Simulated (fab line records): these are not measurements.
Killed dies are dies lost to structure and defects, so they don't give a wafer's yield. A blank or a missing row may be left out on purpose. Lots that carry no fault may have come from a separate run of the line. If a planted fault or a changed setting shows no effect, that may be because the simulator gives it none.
Matching of chambers ; flow nand harc ; NHARC_P_ZERO_WELL_DESCUM_26 on rie diel-10 has 4 sister chambers
The step chemistry O2, time 3 s. 18 wafers are shown with their chamber, then 9 later ones without.

WAFERS WITH THEIR CHAMBER
wafer;chamber;showerhead plenum p Torr (Torr);drypump motor current A (A);oes product au (a.u.)
L075.1;3;1.87;5.6;1.012
L075.2;2;2.07;5.5;1.010
L075.4;0;2.06;5.6;1.007
L076.2;2;2.07;5.5;1.019
L076.4;1;1.79;6.0;1.011
L076.6;1;1.79;5.9;1.016
L080.2;2;2.06;5.5;1.006
L080.5;2;2.06;5.5;1.006
L080.6;3;1.87;5.6;1.017
L082.1;0;2.06;5.7;1.006
L082.3;2;2.06;5.5;1.010
L082.6;1;1.79;5.9;1.008
L085.2;2;2.06;5.5;1.009
L085.4;3;1.87;5.6;1.019
L085.6;0;2.06;5.6;0.999
L090.1;1;1.79;5.9;1.007
L090.5;1;1.79;5.9;1.011
L090.6;0;2.06;5.6;1.005

SIGNATURES (means of the wafers above)
reading;chamber 0;chamber 1;chamber 2;chamber 3;scatter within a chamber
showerhead plenum p Torr;2.0600;1.7900;2.0633;1.8700;0.00309
drypump motor current A;5.625;5.920;5.500;5.600;0.0333
oes product au;1.00425;1.01060;1.01000;1.01600;0.00404
Rule: a wafer lies at a distance from a chamber equal to the root of the sum of squares, over the readings, of (its reading less the chamber's mean, divided by the reading's scatter). If the next closest chamber is less than 2 further off than the closest, the wafer can't be placed; otherwise it belongs to the closest. The scatter: the root of (the sum of the squares of (reading less its chamber's mean) over the shown wafers, divided by (wafers less chambers)).

WAFERS WITH NO CHAMBER GIVEN
wafer;showerhead plenum p Torr (Torr);drypump motor current A (A);oes product au (a.u.)
L092.1;2.06;5.5;0.991
L092.5;1.79;5.9;1.002
L092.6;2.05;5.6;1.003
L093.1;1.79;5.9;1.001
L093.2;1.87;5.6;1.004
L093.4;2.05;5.6;0.996
L094.2;2.06;5.5;0.999
L094.3;1.87;5.6;1.008
L094.6;1.79;5.9;1.003

CHAMBER TAKEN BY EACH
wafer;from the rows above;in truth
L092.1;can't be placed: 2 or 0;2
L092.5;1;1
L092.6;0;0
L093.1;1;1
L093.2;3;3
L093.4;0;0
L094.2;can't be placed: 2 or 0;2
L094.3;3;3
L094.6;1;1
Placed correctly: 7 of 9. Cannot be placed on the basis of these rows: 2; the candidates contain the true chamber in 2. 0 placed wrongly.
